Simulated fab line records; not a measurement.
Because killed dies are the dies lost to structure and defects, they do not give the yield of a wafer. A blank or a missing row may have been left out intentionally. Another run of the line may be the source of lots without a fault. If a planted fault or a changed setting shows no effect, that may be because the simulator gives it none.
Comparing a struck lot with a sound one / flow n5 finfet / 15 steps out of a route of 1938
Sound: wafers L415.2, L415.4, L415.6. Struck: wafer L429.3. (L429.1 of the same lot was not struck and is left out.) The cause comes at the end.
Each step with rows lists, per side, the tool, then ch with its chambers, then its first start. Under that, the readings that differ: sound wafers / struck wafers / difference of the means / sigmas: that difference in standard deviations of wafers without a fault.
alike: a reading whose means differ by less than 2 such deviations, as well as words and numbers matching on both sides. not compared: withheld readings; readings where some wafer has no value; bounds like >300 that might hide an equal value; numbers whose values overlap and for which the record gives no deviation.
The two part at a step that has a row with sigmas, a row that says differs or no value, or rows on one side only. When numbers do not overlap yet have no deviation, they are printed without sigmas and do not part them. Lack of a reading on every wafer of one side parts them only where that side has two or more wafers.

first, 1 step without rows for these wafers: N5_BEOL_M3_DEVELOP_27 (develop time 30 s).
N5_BEOL_M3_CD_MEAS_28: target cd 25.7 nm, target cd y 23.3 nm.
  sound on cd sem-01 ch 0, day 8 01:53; struck on cd sem-02 ch 0, day 11 08:37
  alike: cd nm
N5_BEOL_M3_OVL_MEAS_29:
  sound on overlay-01 ch 0, day 8 01:56; struck on overlay-01 ch 0, day 11 08:39
  alike: V2_OVL
N5_BEOL_M3_INSPECT_30: inspects for defects (brightfield).
  sound: defect inspect-02 at day 8 01:59; struck: defect inspect-02 at day 11 08:42
  alike: raw defect count
N5_BEOL_M3_DESCUM_33: chemistry O2, time 7 s.
  sound on rie diel-02 ch 0,2,3, day 8 02:01; struck on rie diel-06 ch 0, day 11 08:44
  alike: bias power w, drypump motor current A, oes product au, rf vpp V, showerhead plenum p Torr, throttle valve pct
  not compared: rf hours counter h
N5_BEOL_M3_ETCH_77: etches underlayer in N2/H2, target depth 6.5 nm, time 5.2 s.
  sound on rie diel-02 ch 0,2,3, day 8 02:03; struck on rie diel-06 ch 0, day 11 08:46
  alike: bias w, drypump motor current A, etch rf on time s, oes product au, rf vpp V, showerhead plenum p Torr, throttle valve pct
  not compared: rf hours counter h
N5_BEOL_M3_ETCH_69: etches SiARC in CF4, target depth 15.6 nm, time 26 s.
  sound on rie diel-02 ch 0,2,3, day 8 02:04; struck on rie diel-06 ch 0, day 11 08:47
  alike: bias w, drypump motor current A, etch rf on time s, oes product au, rf vpp V, showerhead plenum p Torr, throttle valve pct
  not compared: rf hours counter h
N5_BEOL_M3_ALD_98: deposits SiO2, target thk 2.5 nm, pulse time 1 s, co reactant pulse time 1 s.
  sound on ald sin-04 ch 1,3, day 8 02:09; struck on ald sin-01 ch 1, day 11 08:52
  alike: heater power w, precursor pulse height rel
N5_BEOL_M3_ETCHBACK_99: etches SiO2 in CHF3, target depth 5 nm, time 10.4 s.
  sound on rie diel-04 ch 0,1,2, day 8 03:52; struck on rie diel-02 ch 1, day 11 10:13
  alike: bias w, drypump motor current A, oes product au, rf vpp V, showerhead plenum p Torr, throttle valve pct
  not compared: rf hours counter h
then, 3 steps without rows for these wafers: N5_BEOL_M3_ETCH_70 (etches SOC in N2/H2, target depth 80 nm, overetch 16 nm, time 120 s); N5_BEOL_M3_STRIP_71 (strips in N2/H2); N5_BEOL_M3_STRIP_78 (strips in N2/H2).
N5_BEOL_M3_VIA_ETCH_34: etches the open film in C4F6/O2, target depth 69.4 nm, time 65.9 s.
  sound on rie diel-04 ch 0,1,2, day 8 04:01; struck on rie diel-02 ch 1, day 11 10:26
reading=run length s (s); sound=89.3 89.9 89.7; struck=94.7; difference=+5.1; sigmas=+12
reading=model.etch.depth nm (nm); sound=68.23 69.1 67.46; struck=76.91; difference=+8.65; sigmas=
reading=model.SOC_of_BEOL_M3_COAT_67.thk nm (nm); sound=52 51.8 52.4; struck=50.6; difference=-1.5; sigmas=
  alike: bias w, drypump motor current A, oes product au, rf vpp V, showerhead plenum p Torr, throttle valve pct
  not compared: rf hours counter h
then, 1 step without rows for these wafers: N5_BEOL_M3_STRIP_83 (strips in C4F6/O2).
N5_BEOL_M4_RC_MEAS_101:
  sound on prober-02 ch 0, day 9 06:36; struck on prober-01 ch 0, day 12 05:49
  alike: DIBL_N, DIBL_P, IOFF_N, IOFF_P, ION_N, ION_P, SS_N, SS_P, VT_N, VT_P

## WHERE THEY PART
Only at N5_BEOL_M3_VIA_ETCH_34, within this record. Later steps at which nothing parts them and some readings are alike: N5_BEOL_M4_RC_MEAS_101.

WHY: what the simulator had put in
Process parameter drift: rie diel-02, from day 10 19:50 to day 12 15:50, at N5_BEOL_M3_VIA_ETCH_34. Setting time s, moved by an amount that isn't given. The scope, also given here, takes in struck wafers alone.
